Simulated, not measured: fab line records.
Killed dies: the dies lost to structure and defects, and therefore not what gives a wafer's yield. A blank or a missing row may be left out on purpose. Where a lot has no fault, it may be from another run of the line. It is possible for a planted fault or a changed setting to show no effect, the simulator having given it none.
fab line records    flow nand_harc
record lots=6  wafers=17  last_day=33
route steps=1302 shown A_BLC@1110 END@1302
lots untouched by any fault: they come from a run of this same line in which no faults occurred
start_h: hours from the record's opening day to when the first of the lot's shown wafers began    wait_h: how many hours have passed since the lot's step before this one    " identical to the entry in the row above    L1.1+2: one row covering several wafers at once    - either no value or no given start    * or withheld: withheld    < > ~ a bound
route shown NAME@n: names a module that has steps shown in the file, with the first one's number in the route    usual: mean and standard deviation over wafers with no fault    same: alike in all rows    chamber/n: place in a boat    sites: each site's reading    _std_site: standard deviation across them    _edge_site: inner sites' mean taken away from outer sites' mean    radius_mm: for every site, how far away it sits from the centre of the wafer    mask NAME#n: copy n    behind: the most recent tool/chamber to have shaped the wafer    hold: why the lot was held/for how many hours/how that ended    device: the n, p or np transistor that did not switch    end of line: the tests these same wafers got at the end of their route    step lacking rows: just its recipe    killed: dies that structure and defects cost at the first sort, which is not the same as the wafer's yield    map: per-die view of a wafer (x killed, . not killed, _ where there is no die)
set.NAME: the setting as run; set.NAME@STEP: as run at that earlier step    model.NAME: the simulator's own value behind a step, which no gauge read
lots at some steps of the route; a table a step, a row a wafer
services: the hour from which a tool's chamber was out of use, counted from the record's first day as start_h (under 0 if before that day), plus the number of hours and why
## steps
# step NHARC_A_BLC_COAT_03
# recipe temp_c=225  time_s=65
# step NHARC_A_BLC_COAT_04
# recipe spin_rpm=1500  resist_thk_nm=90
# step NHARC_A_BLC_SOFTBAKE_05
# recipe temp_c=105  time_s=55
# step NHARC_A_BLC_EBR_06
# step NHARC_A_BLC_EXPOSE_07
# recipe na=1.35  target_cd_nm=100  dose_mj=67.97  mask_id=A_BLC
# step NHARC_A_BLC_PEB_08
# recipe peb_temp_c=100  peb_time_s=65
# step NHARC_A_BLC_DEVELOP_09
# recipe develop_time_s=35  dev_temp_c=23
# step NHARC_A_BLC_CD_MEAS_10
# recipe target_cd_nm=100  landing_energy_ev=500
# usual cd_nm=100.1/0.61
lot.wafer  tool       chamber  start_h  wait_h  cd_nm
L867.3     cd_sem-02  0        542.23   -       99.7
L867.5     "          0        "        "       100.1
L867.6     "          0        "        "       100.3
L871.1     cd_sem-02  0        578.79   -       99.6
L871.2     "          0        "        "       100.1
L871.5     "          0        "        "       100.8
L873.1     cd_sem-03  0        601.87   -       99.1
L873.3     "          0        "        "       100.2
L881.3     cd_sem-02  0        676.35   -       101.0
L881.4     "          0        "        "       100.9
L881.5     "          0        "        "       100.8
L882.1     cd_sem-01  0        700.50   -       100.2
L882.4     "          0        "        "       100.0
L882.5     "          0        "        "       99.5
L886.3     cd_sem-03  0        742.78   -       100.4
L886.4     "          0        "        "       99.9
L886.6     "          0        "        "       100.1
# step NHARC_A_BLC_OVL_MEAS_11
# usual overlay_x_nm=0.1/0.75  overlay_y_nm=0.2/0.97
lot.wafer  tool        chamber  start_h  wait_h  overlay_x_nm  overlay_y_nm
L867.3     overlay-02  -        542.31   -       -0.3          0.0
L867.5     "           -        "        "       -0.7          0.1
L867.6     "           -        "        "       -0.3          -0.1
L871.1     overlay-02  -        578.88   -       -0.7          0.3
L871.2     "           -        "        "       -0.8          -0.3
L871.5     "           -        "        "       -1.1          -0.2
L873.1     overlay-02  -        601.96   -       -0.4          0.5
L873.3     "           -        "        "       -0.6          0.8
L881.3     overlay-02  -        676.43   -       -0.5          0.6
L881.4     "           -        "        "       0.1           1.0
L881.5     "           -        "        "       0.2           0.5
L882.1     overlay-02  -        700.59   -       -0.5          0.7
L882.4     "           -        "        "       -0.3          0.4
L882.5     "           -        "        "       -0.9          0.3
L886.3     overlay-01  -        742.86   -       -0.5          1.9
L886.4     "           -        "        "       -0.2          1.3
L886.6     "           -        "        "       -0.2          2.4
# step NHARC_A_BLC_INSPECT_12
# usual raw_defect_count=92/30
lot.wafer  tool               chamber  start_h  wait_h  raw_defect_count
L867.3     defect_inspect-02  -        542.35   0.0     108
L867.5     "                  -        "        "       120
L867.6     "                  -        "        "       106
L871.1     defect_inspect-01  -        578.91   0.0     117
L871.2     "                  -        "        "       116
L871.5     "                  -        "        "       103
L873.1     defect_inspect-02  -        601.99   0.0     83
L873.3     "                  -        "        "       96
L881.3     defect_inspect-02  -        676.47   0.0     60
L881.4     "                  -        "        "       76
L881.5     "                  -        "        "       64
L882.1     defect_inspect-01  -        700.63   0.0     110
L882.4     "                  -        "        "       100
L882.5     "                  -        "        "       94
L886.3     defect_inspect-01  -        742.90   0.0     74
L886.4     "                  -        "        "       64
L886.6     "                  -        "        "       70
# step NHARC_A_BLC_DESCUM_15
# recipe time_s=3  o2_flow_sccm=200  ar_flow_sccm=0  bias_power_w=0  chemistry=O2
# usual drypump_motor_current_A=5.8/0.43  o2_flow_sccm=200.1/0.58  oes_product_au=1.000/0.01  rf_vpp_V=57.9/0.88  showerhead_plenum_p_Torr=1.97/0.072  throttle_valve_pct=11.312/0.0085
lot.wafer  tool         chamber  start_h  wait_h  drypump_motor_current_A  o2_flow_sccm  oes_product_au  rf_hours_counter_h  rf_vpp_V  showerhead_plenum_p_Torr  throttle_valve_pct
L867.3     rie_diel-07  0        542.41   0.1     6.0                      200.5         0.988           3                   57.1      1.95                      11.309
L867.6     "            3        "        "       6.2                      199.3         0.978           -                   58.3      2.01                      11.316
L867.5     "            0        "        "       6.0                      200.7         1.000           -                   57.9      1.95                      11.318
L871.1     rie_diel-07  3        578.99   0.1     6.2                      200.3         0.983           8                   58.3      2.01                      11.317
L871.2     "            0        "        "       6.0                      200.0         0.994           7                   59.1      1.95                      11.314
L871.5     "            0        "        "       6.0                      200.0         1.002           -                   57.4      1.95                      11.313
L873.3     rie_diel-07  2        602.05   0.1     5.0                      199.6         1.003           6                   57.3      2.05                      11.320
L873.1     "            0        "        "       6.0                      200.8         1.003           9                   58.1      1.95                      11.302
L881.3     rie_diel-10  3        676.54   0.1     5.4                      199.9         0.984           5                   59.0      2.00                      11.322
L881.4     "            0        "        "       6.5                      200.3         0.993           4                   56.8      1.86                      11.319
L881.5     "            2        "        "       5.6                      200.4         1.011           -                   57.9      1.98                      11.313
L882.1     rie_diel-07  1        700.69   0.1     5.7                      199.4         1.001           2                   58.6      1.98                      11.304
L882.4     "            1        "        "       5.7                      199.6         0.998           -                   58.4      1.98                      11.305
L882.5     "            2        "        "       5.0                      199.7         1.006           -                   58.7      2.05                      11.300
L886.3     rie_diel-07  1        742.96   0.1     5.7                      200.5         1.003           5                   59.5      1.98                      11.308
L886.4     "            0        "        "       6.0                      200.6         0.993           3                   57.7      1.94                      11.318
L886.6     "            1        "        "       5.7                      200.9         1.009           -                   57.8      1.98                      11.302
# step NHARC_A_BLC_ETCH_16
# recipe target_depth_a=390  over_etch_frac=0.3  time_s=65  ion_energy_ev=80  cf4_flow_sccm=150  ar_flow_sccm=0  rf_w=300  bias_w=100  chemistry=CF4
# usual drypump_motor_current_A=5.8/0.44  oes_product_au=1.001/0.0099  rf_vpp_V=151.7/1.2  run_length_s=86.3/0.54  showerhead_plenum_p_Torr=1.82/0.064  throttle_valve_pct=13.284/0.0089
lot.wafer  tool         chamber  start_h  wait_h  drypump_motor_current_A  oes_product_au  rf_hours_counter_h  rf_vpp_V  run_length_s  showerhead_plenum_p_Torr  throttle_valve_pct
L867.3     rie_diel-07  3        542.50   0.1     6.2                      0.987           5                   152.3     85.6          1.85                      13.288
L867.5     "            2        "        "       5.0                      1.004           -                   152.7     86.5          1.88                      13.276
L867.6     "            3        "        "       6.2                      0.999           -                   152.5     85.4          1.85                      13.279
L871.2     rie_diel-07  1        579.08   0.1     5.7                      1.002           7                   152.3     87.0          1.83                      13.275
L871.1     "            3        "        "       6.1                      1.000           8                   152.8     85.4          1.85                      13.272
L871.5     "            0        "        "       6.0                      1.009           -                   151.1     86.3          1.80                      13.287
L873.3     rie_diel-07  1        602.16   0.1     5.7                      0.998           9                   152.2     86.6          1.83                      13.274
L873.1     "            2        "        "       5.0                      1.012           6                   152.4     86.8          1.88                      13.273
L881.3     rie_diel-10  0        676.62   0.1     6.5                      1.008           4                   151.1     86.4          1.72                      13.281
L881.4     "            1        "        "       5.8                      0.979           6                   148.9     86.9          1.65                      13.286
L881.5     "            0        "        "       6.5                      1.008           -                   149.8     86.8          1.73                      13.297
L882.1     rie_diel-07  3        700.81   0.1     6.2                      1.004           2                   152.4     85.4          1.85                      13.287
L882.5     "            1        "        "       5.7                      0.997           -                   152.2     86.6          1.83                      13.281
L882.4     "            2        "        "       5.0                      1.006           -                   151.5     86.9          1.88                      13.260
L886.3     rie_diel-07  3        743.05   0.1     6.2                      1.006           4                   153.2     85.7          1.85                      13.282
L886.4     "            1        "        "       5.7                      1.018           5                   150.1     86.8          1.83                      13.279
L886.6     "            3        "        "       6.2                      0.999           -                   152.4     85.4          1.85                      13.266
# step NHARC_A_BLC_ETCH_17
# recipe target_depth_a=3900  over_etch_frac=0.25  time_s=609.38  ion_energy_ev=200  n2_flow_sccm=150  h2_flow_sccm=150  ar_flow_sccm=0  rf_w=400  bias_w=150  chemistry=N2/H2
# usual drypump_motor_current_A=5.8/0.42  oes_product_au=1.000/0.0094  rf_vpp_V=432.2/2.2  run_length_s=630.6/0.55  showerhead_plenum_p_Torr=2.10/0.076  throttle_valve_pct=14.172/0.0097
lot.wafer  tool         chamber  start_h  wait_h  drypump_motor_current_A  oes_product_au  rf_hours_counter_h  rf_vpp_V  run_length_s  showerhead_plenum_p_Torr  throttle_valve_pct
L867.3     rie_diel-07  2        542.58   -       5.0                      1.002           4                   433.1     631.1         2.19                      14.181
L867.6     "            2        "        "       5.0                      0.998           -                   433.3     631.0         2.19                      14.179
L867.5     "            3        "        "       6.2                      0.992           -                   432.5     630.1         2.14                      14.167
L871.2     rie_diel-07  1        579.18   -       5.7                      0.999           7                   431.4     631.5         2.12                      14.170
L871.1     "            0        "        "       6.0                      1.001           7                   431.7     646.5         2.08                      14.181
L871.5     "            3        "        "       6.2                      0.983           -                   432.7     629.5         2.14                      14.169
L873.3     rie_diel-07  1        602.26   -       5.7                      1.012           9                   433.2     631.6         2.12                      14.171
L873.1     "            0        "        "       6.0                      1.001           9                   431.3     646.1         2.08                      14.183
L881.3     rie_diel-10  0        676.70   -       6.5                      1.000           4                   428.4     630.7         1.98                      14.152
L881.4     "            2        "        "       5.6                      1.014           6                   433.3     630.0         2.11                      14.160
L881.5     "            0        "        "       6.5                      0.993           -                   430.2     630.8         1.98                      14.175
L882.1     rie_diel-07  3        700.95   -       6.2                      0.993           2                   433.9     630.4         2.14                      14.166
L882.5     "            2        "        "       5.0                      1.012           -                   434.6     631.2         2.19                      14.188
L882.4     "            1        "        "       5.7                      0.997           -                   431.9     631.0         2.11                      14.165
L886.3     rie_diel-07  2        743.22   -       5.0                      1.017           5                   433.9     631.1         2.18                      14.170
L886.4     "            3        "        "       6.2                      1.005           5                   433.3     629.6         2.14                      14.179
L886.6     "            1        "        "       5.7                      1.014           -                   432.8     631.1         2.11                      14.183
# step NHARC_A_BLC_ETCH_18
# recipe target_depth_a=9100  c4f8_flow_sccm=20  o2_flow_sccm=10  ar_flow_sccm=withheld  rf_w=600  bias_w=1500  chemistry=C4F8/O2/Ar
# usual oes_product_au=0.944/0.024  rf_vpp_V=982/4.9
lot.wafer  tool         chamber  start_h  wait_h  oes_product_au  rf_hours_counter_h  rf_vpp_V
L867.3     rie_diel-07  1        -        -       0.980           4                   984
L867.5     "            1        "        "       0.977           -                   982
L867.6     "            2        "        "       0.970           -                   987
L871.1     rie_diel-07  1        -        -       0.929           7                   982
L871.2     "            2        "        "       0.939           5                   987
L871.5     "            1        "        "       0.947           -                   982
L873.3     rie_diel-07  2        -        -       0.937           7                   988
L873.1     "            0        "        "       0.933           9                   980
L881.4     rie_diel-10  2        -        -       0.921           6                   984
L881.3     "            3        "        "       0.916           5                   983
L881.5     "            1        "        "       0.897           -                   968
L882.1     rie_diel-07  3        -        -       0.970           3                   984
L882.5     "            2        "        "       0.974           -                   987
L882.4     "            3        "        "       0.966           -                   984
L886.3     rie_diel-07  1        -        -       0.970           5                   984
L886.4     "            2        "        "       0.989           5                   987
L886.6     "            1        "        "       0.974           -                   983
# step NHARC_END_SORT_01
# recipe temp_c=25
# usual killed_at_array=52/17  killed_at_other=0.9/1.2  killed_at_periphery=3.9/2.7  killed_dies=57/16  killed_open=3.3/1.9  killed_short=2.5/1.5
# same gross_dies=677
lot.wafer  tool       chamber  start_h  wait_h  killed_at_array  killed_at_other  killed_at_periphery  killed_dies  killed_open  killed_short
L867.3     prober-02  0        594.58   3.1     60               0                1                    61           3            3
L867.5     prober-02  0        596.18   3.7     67               2                0                    69           2            3
L867.6     prober-02  0        596.98   4.0     71               0                2                    73           2            2
L873.1     prober-02  0        647.05   2.5     46               0                2                    48           2            2
L873.3     prober-02  0        648.64   3.1     53               0                3                    56           2            1
L881.3     prober-01  0        722.30   3.1     34               2                8                    44           4            3
L881.4     prober-01  0        723.10   3.4     57               0                3                    60           1            3
L881.5     prober-01  0        723.90   3.7     48               2                4                    54           3            2
L882.1     prober-02  0        741.33   2.5     62               0                1                    63           1            0
L882.4     prober-02  0        743.78   3.4     62               2                4                    68           8            3
L882.5     prober-02  0        744.59   3.8     58               3                0                    61           5            2
# killed by level:class
L867.3 A_CHANNEL_HOLE_D1:chamber_film_flake=28 A_CHANNEL_HOLE_D2:chamber_film_flake=16 A_CONTACT:chamber_film_flake=3 A_ZERO_WELL:chamber_film_flake=2 A_CHANNEL_HOLE_D1:geometric_particle:short=1 A_DECK1_JOINT:geometric_particle:open=1 A_ONON_D2:geometric_particle:open=1 A_CHANNEL_FILL_D2:geometric_particle:open=1
L867.5 A_CHANNEL_HOLE_D2:chamber_film_flake=30 A_CHANNEL_HOLE_D1:chamber_film_flake=25 A_WL_FILL:chamber_film_flake=3 A_ZERO_WELL:chamber_film_flake=2 A_CHANNEL_HOLE_D1:geometric_particle:open=1 A_CHANNEL_HOLE_D1:geometric_particle:short=1 A_CHANNEL_FILL_D2:geometric_particle:short=1 A_SGD_CUT:geometric_particle:short=1
L867.6 A_CHANNEL_HOLE_D2:chamber_film_flake=35 A_CHANNEL_HOLE_D1:chamber_film_flake=26 A_CHANNEL_FILL_D1:geometric_particle:open=2 P_GATE:chamber_film_flake=2 A_WL_FILL:chamber_film_flake=2 A_CHANNEL_HOLE_D2:geometric_particle:short=1 A_WL_FILL:geometric_particle:short=1 A_STAIRCASE:chamber_film_flake=1
L873.1 A_SLIT:chamber_film_flake=23 A_CHANNEL_HOLE_D2:chamber_film_flake=10 A_CHANNEL_HOLE_D1:chamber_film_flake=3 A_CONTACT:chamber_film_flake=3 A_ONON_D1:geometric_particle:short=2 A_STAIRCASE:chamber_film_flake=2 A_ONON_D1:geometric_particle:open=1 A_ONON_D2:geometric_particle:open=1
L873.3 A_SLIT:chamber_film_flake=24 A_CHANNEL_HOLE_D2:chamber_film_flake=8 A_CONTACT:chamber_film_flake=6 A_STAIRCASE:chamber_film_flake=5 A_CHANNEL_HOLE_D1:chamber_film_flake=3 A_DECK1_JOINT:chamber_film_flake=2 A_SGD_CUT:geometric_particle:open=1 A_WL_FILL:geometric_particle:short=1
L881.3 A_STAIRCASE:chamber_film_flake=8 A_SLIT:chamber_film_flake=7 A_CHANNEL_HOLE_D2:chamber_film_flake=6 A_CONTACT:chamber_film_flake=3 A_ONON_D1:geometric_particle:open=2 P_ZERO_WELL:chamber_film_flake=2 P_M2:chamber_film_flake=2 A_BONDPAD:chamber_film_flake=2
L881.4 A_CHANNEL_HOLE_D2:chamber_film_flake=17 A_STAIRCASE:chamber_film_flake=11 A_CHANNEL_HOLE_D1:chamber_film_flake=7 A_CONTACT:chamber_film_flake=5 A_SLIT:chamber_film_flake=5 A_BONDPAD:chamber_film_flake=4 P_M2:chamber_film_flake=2 A_WL_FILL:chamber_film_flake=2
L881.5 A_CHANNEL_HOLE_D2:chamber_film_flake=17 A_STAIRCASE:chamber_film_flake=7 A_CHANNEL_HOLE_D1:chamber_film_flake=6 A_SLIT:chamber_film_flake=5 P_GATE:chamber_film_flake=2 P_M2:chamber_film_flake=2 A_DECK1_JOINT:chamber_film_flake=2 A_WL_FILL:chamber_film_flake=2
L882.1 A_CHANNEL_HOLE_D1:chamber_film_flake=31 A_CHANNEL_HOLE_D2:chamber_film_flake=19 A_SLIT:chamber_film_flake=4 A_WL_FILL:chamber_film_flake=3 A_STAIRCASE:chamber_film_flake=2 A_CONTACT:chamber_film_flake=2 P_M1:geometric_particle:open=1 A_DECK1_JOINT:chamber_film_flake=1
L882.4 A_CHANNEL_HOLE_D1:chamber_film_flake=26 A_CHANNEL_HOLE_D2:chamber_film_flake=14 A_STAIRCASE:chamber_film_flake=5 A_SLIT:chamber_film_flake=4 A_CONTACT:chamber_film_flake=3 A_CHANNEL_FILL_D2:geometric_particle:open=2 A_WL_FILL:geometric_particle:short=2 THIN_TSV:chamber_film_flake=2
L882.5 A_CHANNEL_HOLE_D1:chamber_film_flake=29 A_CHANNEL_HOLE_D2:chamber_film_flake=14 A_STAIRCASE:chamber_film_flake=6 THIN_TSV:chamber_film_flake=3 A_CHANNEL_FILL_D2:geometric_particle:open=2 A_CHANNEL_FILL_D1:geometric_particle:open=1 A_DECK1_JOINT:geometric_particle:open=1 A_ONON_D2:geometric_particle:short=1
## services
tool         chamber  start_h  hours  kind
rie_diel-07  0        529.22   -      clean
rie_diel-07  1        529.22   -      clean
rie_diel-07  2        529.22   -      clean
rie_diel-07  3        529.22   -      clean
rie_diel-07  0        531.06   11.1   repair
rie_diel-07  2        549.34   30.2   repair
rie_diel-07  0        554.00   -      clean
rie_diel-07  1        554.00   -      clean
rie_diel-07  3        554.00   -      clean
rie_diel-07  0        578.51   -      clean
rie_diel-07  1        578.51   -      clean
rie_diel-10  -        592.51   0.8    repair
rie_diel-10  -        596.66   9.0    pm
rie_diel-07  3        601.73   5.8    repair
rie_diel-10  0        618.59   9.7    repair
rie_diel-10  3        638.93   8.3    repair
rie_diel-07  -        648.22   9.0    pm
rie_diel-07  3        675.86   4.0    repair
rie_diel-07  0        687.63   14.5   repair
rie_diel-07  1        692.77   5.0    repair
rie_diel-10  3        696.22   12.4   repair
rie_diel-07  2        709.38   3.7    repair
rie_diel-10  3        713.10   5.8    repair
rie_diel-10  3        725.03   4.6    repair
## key
first_sign step=NHARC_A_BLC_ETCH_17  reading=run_length_s  direction=up  sigmas=28  usual=*  struck=*
effect none on later readings
met_at NHARC_A_BLC_ETCH_17
struck_wafers L871.1,L873.1
tester_left_out L871,L873
onset_between 542.58 579.18
fault kind=process_parameter_drift  tool=rie_diel-07  chamber=-  onset_h=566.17  steps=NHARC_A_BLC_ETCH_17  channel=time_s  offset=*  shape=step  end_h=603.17  scope=struck_wafers_only  acts_in=*  stated=*
# tester_left_out: of these lots the tester's yield and bins aren't shown, on N5 and GAA mostly nor the transistor test; their killed dies are dies lost to structure and defects alone, not to doping, threshold or leakage, so they don't give the yield
